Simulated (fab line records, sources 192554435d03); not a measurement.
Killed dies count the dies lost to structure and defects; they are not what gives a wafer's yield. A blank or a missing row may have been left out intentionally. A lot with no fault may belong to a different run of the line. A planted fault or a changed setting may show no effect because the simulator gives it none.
The tool behind it: which one? | flow n5-finfet | 24 lots, 72 wafers sampled, at 5 steps of a route of 1938

## WHAT THE GAUGES READ, wafer by wafer
N5_HKMG_FIN_CD_MEAS_12: target cd 92.8 nm.
lot  | measured     | on        | cd-nm (nm)
L074 | day 4 02:07  | cd-sem-01 | 92.3 93.3 93.3
L075 | day 4 09:15  | cd-sem-01 | 93.6 94.0 92.7
L076 | day 4 13:47  | cd-sem-01 | 92.9 92.5 92.6
L077 | day 4 19:27  | cd-sem-01 | 92.9 92.2 92.6
L078 | day 5 06:41  | cd-sem-03 | 93.7 92.6 92.3
L079 | day 5 14:15  | cd-sem-02 | 91.8 91.7 91.4
L080 | day 5 16:32  | cd-sem-03 | 91.8 92.5 92.2
L081 | day 6 01:50  | cd-sem-03 | 91.3 91.1 91.0
L082 | day 6 06:30  | cd-sem-01 | 92.8 93.6 93.4
L083 | day 6 08:49  | cd-sem-03 | 92.1 93.6 93.7
L084 | day 6 18:29  | cd-sem-01 | 92.7 92.9 92.5
L085 | day 6 21:32  | cd-sem-01 | 92.1 92.4 92.3
L086 | day 7 06:02  | cd-sem-01 | 93.0 92.5 93.0
L087 | day 7 09:26  | cd-sem-03 | 92.1 92.3 92.0
L088 | day 7 15:23  | cd-sem-03 | 93.1 93.9 93.2
L089 | day 7 21:28  | cd-sem-03 | 91.3 91.6 92.7
L090 | day 8 03:49  | cd-sem-01 | 92.2 91.8 91.7
L091 | day 8 09:16  | cd-sem-01 | 92.8 92.9 92.2
L092 | day 8 16:16  | cd-sem-01 | 93.2 92.7 93.0
L093 | day 8 23:30  | cd-sem-03 | 91.8 91.9 93.1
L094 | day 9 04:20  | cd-sem-01 | 92.6 93.0 91.7
L095 | day 9 10:16  | cd-sem-02 | 93.1 92.6 92.7
L096 | day 9 16:58  | cd-sem-01 | 93.2 91.9 91.8
L097 | day 10 00:05 | cd-sem-03 | 93.2 92.8 92.6

N5_MOL_CONTACT_COAG_OVL_MEAS_09.
lot  | measured     | on         | CA_OVL (nm)
L074 | day 4 14:21  | overlay-01 | -0.6 -0.3 0.8
L075 | day 4 21:41  | overlay-01 | 0.5 0.2 0.1
L076 | day 5 07:26  | overlay-02 | -1.2 0.9 0.2
L077 | day 5 12:01  | overlay-01 | -0.9 -0.9 -0.8
L078 | day 5 19:33  | overlay-02 | -0.1 -0.4 -1.8
L079 | day 6 03:01  | overlay-02 | -0.1 -1.7 -1.1
L080 | day 6 06:04  | overlay-02 | 0.4 -0.3 0.0
L081 | day 6 14:19  | overlay-01 | -0.2 -0.4 1.0
L082 | day 6 18:32  | overlay-01 | -0.4 -1.4 -0.8
L083 | day 6 21:34  | overlay-02 | -2.2 -0.9 -0.9
L084 | day 7 06:46  | overlay-01 | -0.4 -0.3 -0.5
L085 | day 7 10:13  | overlay-02 | -0.8 -0.9 -0.6
L086 | day 7 19:01  | overlay-01 | -1.2 -1.4 -0.3
L087 | day 7 23:52  | overlay-02 | 0.7 -0.1 -0.4
L088 | day 8 05:06  | overlay-02 | 0.5 0.8 -0.7
L089 | day 8 10:03  | overlay-01 | -0.5 -1.2 -1.9
L090 | day 8 16:08  | overlay-01 | -0.5 -0.2 -1.1
L091 | day 8 21:29  | overlay-01 | 1.1 1.5 2.4
L092 | day 9 05:08  | overlay-01 | -0.1 1.0 0.7
L093 | day 9 11:38  | overlay-02 | -0.3 0.5 0.3
L094 | day 9 16:52  | overlay-01 | 0.3 -0.9 0.0
L095 | day 9 22:08  | overlay-02 | -0.6 -0.3 -0.4
L096 | day 10 05:25 | overlay-01 | 0.4 1.1 0.0
L097 | day 10 12:58 | overlay-02 | -0.2 -0.2 -1.0

## WHAT TOOL EACH LOT RAN ON (gives the tool, then ch and the chambers of the sampled wafers, and finally the start)
lot  | N5_HKMG_FIN_W_FILL_22         | N5_GATE_CUT_VAPOR_ETCH_48         | N5_GATE_CUT_VAPOR_ETCH_51
L074 | cvd-w-02 ch 0,1, day 4 05:55  | rie-metal-01 ch 0,1, day 4 11:13  | rie-metal-01 ch 0,1, day 4 11:17
L075 | cvd-w-02 ch 0,1, day 4 12:55  | rie-metal-03 ch 0,1, day 4 18:19  | rie-metal-03 ch 0,1, day 4 18:22
L076 | cvd-w-01 ch 0,1, day 4 18:05  | rie-metal-02 ch 0,1, day 4 23:49  | rie-metal-02 ch 0,1, day 4 23:53
L077 | cvd-w-01 ch 0,1, day 4 23:05  | rie-metal-02 ch 0,1, day 5 08:54  | rie-metal-02 ch 0,1, day 5 08:58
L078 | cvd-w-02 ch 0,1, day 5 10:44  | rie-metal-02 ch 0,1, day 5 16:26  | rie-metal-02 ch 0,1, day 5 16:30
L079 | cvd-w-01 ch 0, day 5 18:03    | rie-metal-01 ch 0,1, day 5 23:43  | rie-metal-01 ch 0,1, day 5 23:46
L080 | cvd-w-01 ch 0,1, day 5 20:47  | rie-metal-01 ch 0,1, day 6 02:32  | rie-metal-01 ch 0,1, day 6 02:36
L081 | cvd-w-01 ch 0,1, day 6 05:31  | rie-metal-02 ch 1, day 6 11:04    | rie-metal-02 ch 1, day 6 11:11
L082 | cvd-w-01 ch 0, day 6 10:09    | rie-metal-03 ch 0,1, day 6 15:16  | rie-metal-03 ch 0,1, day 6 15:19
L083 | cvd-w-02 ch 0,1, day 6 12:34  | rie-metal-02 ch 0,1, day 6 18:11  | rie-metal-02 ch 0,1, day 6 18:14
L084 | cvd-w-01 ch 0,1, day 6 22:14  | rie-metal-01 ch 0,1, day 7 03:20  | rie-metal-01 ch 0,1, day 7 03:23
L085 | cvd-w-02 ch 0,1, day 7 01:27  | rie-metal-01 ch 0,1, day 7 06:47  | rie-metal-01 ch 0,1, day 7 06:51
L086 | cvd-w-02 ch 0,1, day 7 09:41  | rie-metal-03 ch 0,1, day 7 14:58  | rie-metal-03 ch 0,1, day 7 15:01
L087 | cvd-w-02 ch 1, day 7 13:50    | rie-metal-01 ch 0,1, day 7 20:32  | rie-metal-01 ch 0,1, day 7 20:35
L088 | cvd-w-01 ch 0,1, day 7 19:16  | rie-metal-03 ch 0,1, day 8 01:46  | rie-metal-03 ch 0,1, day 8 01:50
L089 | cvd-w-02 ch 0,1, day 8 01:17  | rie-metal-03 ch 0, day 8 06:45    | rie-metal-03 ch 0, day 8 06:49
L090 | cvd-w-01 ch 0,1, day 8 07:47  | rie-metal-02 ch 0,1, day 8 12:53  | rie-metal-02 ch 0,1, day 8 12:57
L091 | cvd-w-01 ch 0,1, day 8 12:58  | rie-metal-01 ch 0,1, day 8 18:22  | rie-metal-01 ch 0,1, day 8 18:25
L092 | cvd-w-01 ch 0,1, day 8 19:54  | rie-metal-03 ch 0,1, day 9 01:51  | rie-metal-03 ch 0,1, day 9 01:55
L093 | cvd-w-01 ch 0,1, day 9 03:13  | rie-metal-02 ch 1, day 9 08:31    | rie-metal-02 ch 1, day 9 08:34
L094 | cvd-w-01 ch 0,1, day 9 08:00  | rie-metal-03 ch 0,1, day 9 13:08  | rie-metal-03 ch 0,1, day 9 13:12
L095 | cvd-w-02 ch 1, day 9 13:55    | rie-metal-02 ch 1, day 9 19:01    | rie-metal-02 ch 1, day 9 19:04
L096 | cvd-w-02 ch 0,1, day 9 20:38  | rie-metal-03 ch 0,1, day 10 01:57 | rie-metal-03 ch 0,1, day 10 02:01
L097 | cvd-w-02 ch 0,1, day 10 03:44 | rie-metal-03 ch 0,1, day 10 09:47 | rie-metal-03 ch 0,1, day 10 09:51
- N5_HKMG_FIN_W_FILL_22: material W, target thk 60 nm, time 18.2 s.
- N5_GATE_CUT_VAPOR_ETCH_48: etches TiN in BCl3/Cl2.
- N5_GATE_CUT_VAPOR_ETCH_51: etches HfO2 in BCl3/Cl2.

## AS READ BY THE TOOLS THEMSELVES (means over the sampled wafers that have a number; for cases with no such wafer, the mark the record gives instead)
N5_HKMG_FIN_W_FILL_22.
lot  | tool     | heater-power-w (W) | throttle-valve-pct (%)
L074 | cvd-w-02 | 754                | 18.8
L075 | cvd-w-02 | 754                | 18.8
L076 | cvd-w-01 | 977                | 19.4
L077 | cvd-w-01 | 966                | 19.3
L078 | cvd-w-02 | 751                | 18.9
L079 | cvd-w-01 | 908                | 19.4
L080 | cvd-w-01 | 936                | 19.4
L081 | cvd-w-01 | 935                | 19.4
L082 | cvd-w-01 | 907                | 19.6
L083 | cvd-w-02 | 719                | 19.0
L084 | cvd-w-01 | 937                | 19.7
L085 | cvd-w-02 | 760                | 19.0
L086 | cvd-w-02 | 762                | 19.1
L087 | cvd-w-02 | 784                | 19.1
L088 | cvd-w-01 | 962                | 19.6
L089 | cvd-w-02 | 747                | 18.9
L090 | cvd-w-01 | 959                | 19.6
L091 | cvd-w-01 | 979                | 19.6
L092 | cvd-w-01 | 950                | 19.7
L093 | cvd-w-01 | 940                | 19.6
L094 | cvd-w-01 | 955                | 19.5
L095 | cvd-w-02 | 781                | 19.1
L096 | cvd-w-02 | 713                | 19.2
L097 | cvd-w-02 | 747                | 19.1

N5_GATE_CUT_VAPOR_ETCH_48.
lot  | tool         | drypump-motor-current-A (A) | he-backside-leak-sccm (sccm) | oes-product-au (a.u.)
L074 | rie-metal-01 | 5.8                         | 3.31                         | 0.97
L075 | rie-metal-03 | 5.6                         | 3.45                         | 0.71
L076 | rie-metal-02 | 6.4                         | 3.40                         | 0.63
L077 | rie-metal-02 | 6.4                         | 3.44                         | 0.63
L078 | rie-metal-02 | 6.4                         | 3.20                         | 0.69
L079 | rie-metal-01 | 5.8                         | 3.28                         | 0.95
L080 | rie-metal-01 | 6.0                         | 3.37                         | 0.91
L081 | rie-metal-02 | 6.5                         | 3.11                         | 0.73
L082 | rie-metal-03 | 5.6                         | 3.42                         | 0.68
L083 | rie-metal-02 | 6.4                         | 3.22                         | 0.89
L084 | rie-metal-01 | 6.0                         | 3.42                         | 0.90
L085 | rie-metal-01 | 5.9                         | 3.35                         | 0.91
L086 | rie-metal-03 | 5.6                         | 3.45                         | 0.67
L087 | rie-metal-01 | 5.8                         | 3.33                         | 0.91
L088 | rie-metal-03 | 5.5                         | 3.41                         | 0.69
L089 | rie-metal-03 | 5.6                         | 3.16                         | 0.63
L090 | rie-metal-02 | 6.4                         | 3.27                         | 0.84
L091 | rie-metal-01 | 5.9                         | 3.28                         | 0.88
L092 | rie-metal-03 | 5.6                         | 3.29                         | 0.66
L093 | rie-metal-02 | 6.5                         | 3.25                         | 0.71
L094 | rie-metal-03 | 5.6                         | 3.58                         | 0.69
L095 | rie-metal-02 | 6.5                         | 3.24                         | 0.72
L096 | rie-metal-03 | 5.6                         | 3.45                         | 0.69
L097 | rie-metal-03 | 5.6                         | 3.42                         | 0.68

N5_GATE_CUT_VAPOR_ETCH_51.
lot  | tool         | drypump-motor-current-A (A) | he-backside-leak-sccm (sccm) | oes-product-au (a.u.)
L074 | rie-metal-01 | 5.8                         | 3.29                         | 0.97
L075 | rie-metal-03 | 5.6                         | 3.46                         | 0.72
L076 | rie-metal-02 | 6.4                         | 3.33                         | 0.64
L077 | rie-metal-02 | 6.4                         | 3.43                         | 0.64
L078 | rie-metal-02 | 6.4                         | 3.30                         | 0.68
L079 | rie-metal-01 | 5.8                         | 3.31                         | 0.95
L080 | rie-metal-01 | 5.9                         | 3.51                         | 0.91
L081 | rie-metal-02 | 6.5                         | 3.36                         | 0.73
L082 | rie-metal-03 | 5.6                         | 3.33                         | 0.67
L083 | rie-metal-02 | 6.4                         | 3.23                         | 0.89
L084 | rie-metal-01 | 5.9                         | 3.40                         | 0.90
L085 | rie-metal-01 | 5.8                         | 3.36                         | 0.92
L086 | rie-metal-03 | 5.6                         | 3.30                         | 0.66
L087 | rie-metal-01 | 5.8                         | 3.33                         | 0.91
L088 | rie-metal-03 | 5.5                         | 3.45                         | 0.70
L089 | rie-metal-03 | 5.7                         | 3.30                         | 0.63
L090 | rie-metal-02 | 6.4                         | 3.28                         | 0.85
L091 | rie-metal-01 | 6.0                         | 3.47                         | 0.88
L092 | rie-metal-03 | 5.6                         | 3.30                         | 0.67
L093 | rie-metal-02 | 6.5                         | 3.13                         | 0.72
L094 | rie-metal-03 | 5.5                         | 3.40                         | 0.70
L095 | rie-metal-02 | 6.5                         | 3.26                         | 0.71
L096 | rie-metal-03 | 5.6                         | 3.44                         | 0.69
L097 | rie-metal-03 | 5.6                         | 3.48                         | 0.70

## THE ANSWER, worked out from the rows above alone
Rule: the lots themselves supply what counts as usual. The widest of any qualifying gaps counts: lots, ordered by their means at a reading, are off when they make up no more than a third of the lots, leave a main group of 4 or more, and stand apart from it by 3 or more times the standard deviation of that group's means. A main group whose means are all the same, to the digits that the tables above print for the reading, isn't used. Also off: a lot with no number at a reading for which 4 or more lots have one. All remaining lots with rows at the step are treated as sound. Order of review: gauges by route order, followed by the tools' own readings, for which a lot's mean as printed above is used. The first step at which some lot is off is used, and at that step the reading that is off furthest; a lot without a number counts as furthest.
Nothing can be told from this: no lot is off at any reading shown.

## WHAT THE SIMULATOR PUT IN
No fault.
